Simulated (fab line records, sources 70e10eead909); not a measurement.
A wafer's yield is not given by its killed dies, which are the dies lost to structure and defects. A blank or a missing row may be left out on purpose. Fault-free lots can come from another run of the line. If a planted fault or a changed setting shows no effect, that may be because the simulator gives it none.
Matching of chambers ; flow nand-harc ; 4 sister chambers for NHARC_A_BLC_ALD_23 on ald-metal-02
The step deposits TiN, target thk 3 nm, pulse time 1 s, ald cycles 150. 22 wafers are shown with their chamber, then 11 later ones without.

## WAFERS, EACH WITH ITS CHAMBER
wafer;chamber;heater-power-w (W);precursor-pulse-height-rel
L077.1;1;1086;0.992
L077.2;2;1356;0.971
L077.3;3;1090;0.961
L078.1;2;1370;0.990
L078.2;3;1079;0.977
L078.6;3;1111;0.988
L079.1;3;1088;1.017
L079.2;2;1353;1.023
L079.3;0;975;0.991
L079.4;1;1128;1.031
L079.5;2;1367;1.019
L079.6;3;1075;0.986
L085.1;0;931;0.983
L085.2;3;1083;1.007
L085.5;2;1284;1.006
L086.2;1;1113;0.984
L086.3;2;1315;0.983
L086.5;1;1098;0.980
L090.3;3;1116;0.979
L090.5;0;944;0.982
L090.6;1;1136;1.039
L088.2;0;918;1.001

SIGNATURES (averages over the wafers above)
reading;chamber 0;chamber 1;chamber 2;chamber 3;scatter within a chamber
heater-power-w;942.00;1112.20;1340.83;1091.71;24.5
precursor-pulse-height-rel;0.98925;1.00520;0.99867;0.98786;0.0205
Rule: distance of a wafer from a chamber = root of the sum over the readings of ((wafer's reading minus chamber's mean) / reading's scatter) squared. The wafer belongs to the nearest chamber; if the next one is less than 2 further off, it can't be placed. The scatter is the square root of a quotient: the sum, over the shown wafers, of each reading's squared deviation from its chamber's mean, divided by wafers minus chambers.

## WAFERS MISSING THEIR CHAMBER
wafer;heater-power-w (W);precursor-pulse-height-rel
L088.3;1094;1.005
L088.5;1308;0.979
L091.1;1107;1.003
L091.3;1330;0.996
L091.4;926;0.972
L095.1;1082;1.000
L095.3;1107;1.009
L095.5;1119;0.970
L097.3;1302;1.039
L097.4;1081;0.998
L097.6;1295;0.991

## WHICH CHAMBER EACH ONE RAN IN
wafer;from the rows above;in truth
L088.3;can't be placed: 1 or 3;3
L088.5;2;2
L091.1;can't be placed: 1 or 3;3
L091.3;2;2
L091.4;0;0
L095.1;can't be placed: 3 or 1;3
L095.3;can't be placed: 1 or 3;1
L095.5;can't be placed: 3 or 1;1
L097.3;2;2
L097.4;can't be placed: 3 or 1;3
L097.6;2;2
5 of 11 placed correctly. Not placeable from these rows: 6 (in 6, the candidates include the true chamber). Number placed wrongly: 0.
